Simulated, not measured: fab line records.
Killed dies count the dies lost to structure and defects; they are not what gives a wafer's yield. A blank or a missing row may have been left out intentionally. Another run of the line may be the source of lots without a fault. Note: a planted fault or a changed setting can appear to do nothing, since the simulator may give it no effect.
Chamber matching    flow nandHarc    4 sister chambers for NHARC_A_CONTACT_ETCH_48 on rieDiel-13
The step etches the open film in CF4, target depth 39 nm, time 65 s. 20 wafers are shown with their chamber, then 10 later ones without.

WAFERS, EACH WITH ITS CHAMBER
wafer   chamber  showerheadPlenumPTorr (Torr)  rfVppV (V)  rfFwdPowerW (W)
L075.3  0        1.89                          152.4       296.8
L075.5  1        1.70                          148.6       298.0
L075.6  2        1.81                          152.4       300.0
L076.2  1        1.70                          150.0       295.2
L076.3  0        1.89                          154.2       295.3
L076.4  2        1.81                          152.1       299.4
L078.1  1        1.70                          149.5       298.2
L078.2  2        1.80                          151.9       296.9
L078.3  0        1.89                          153.1       296.7
L081.2  3        1.81                          151.3       296.2
L081.3  2        1.80                          151.7       297.6
L081.5  0        1.89                          151.7       296.9
L083.2  1        1.70                          152.5       297.8
L083.4  2        1.80                          152.1       297.4
L083.5  0        1.88                          153.1       297.1
L085.2  3        1.81                          152.6       296.2
L085.3  0        1.88                          153.3       296.2
L085.4  1        1.69                          149.3       296.7
L088.3  1        1.69                          150.4       296.1
L088.4  0        1.88                          152.0       296.5

SIGNATURES (averages over the wafers above)
reading                chamber 0  chamber 1  chamber 2  chamber 3  scatter within a chamber
showerheadPlenumPTorr  1.8857     1.6967     1.8040     1.8100     0.00515
rfVppV                 152.829    150.050    152.040    151.950    0.955
rfFwdPowerW            296.500    297.000    298.260    296.200    1.02
Rule: for each reading, subtract the chamber's mean from the wafer's reading, divide by that reading's scatter and square the result; add these up over the readings and take the root, which gives the wafer's distance from the chamber. The wafer belongs to the nearest chamber; if the next one is less than 2 further off, it can't be placed. The scatter: the root of (the sum of the squares of (reading less its chamber's mean) over the shown wafers, divided by (wafers less chambers)).

WAFERS WHOSE CHAMBER IS MISSING
wafer   showerheadPlenumPTorr (Torr)  rfVppV (V)  rfFwdPowerW (W)
L088.6  1.79                          151.8       298.2
L092.4  1.79                          150.8       297.4
L092.5  1.80                          151.6       295.7
L092.6  1.79                          150.9       296.9
L095.2  1.69                          150.7       298.0
L095.5  1.79                          152.0       297.3
L095.6  1.80                          150.9       297.6
L096.2  1.79                          152.4       297.1
L096.3  1.87                          151.4       298.5
L096.5  1.69                          150.2       296.5

EACH ONE'S CHAMBER
wafer   from the rows above      in truth
L088.6  can't be placed: 2 or 3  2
L092.4  can't be placed: 2 or 3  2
L092.5  can't be placed: 3 or 2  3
L092.6  can't be placed: 2 or 3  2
L095.2  1                        1
L095.5  can't be placed: 2 or 3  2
L095.6  can't be placed: 2 or 3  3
L096.2  can't be placed: 2 or 3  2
L096.3  0                        0
L096.5  1                        1
Correctly placed: 3 of 10. Not placeable from these rows: 7 (in 7, the candidates include the true chamber). Placed wrongly: 0.
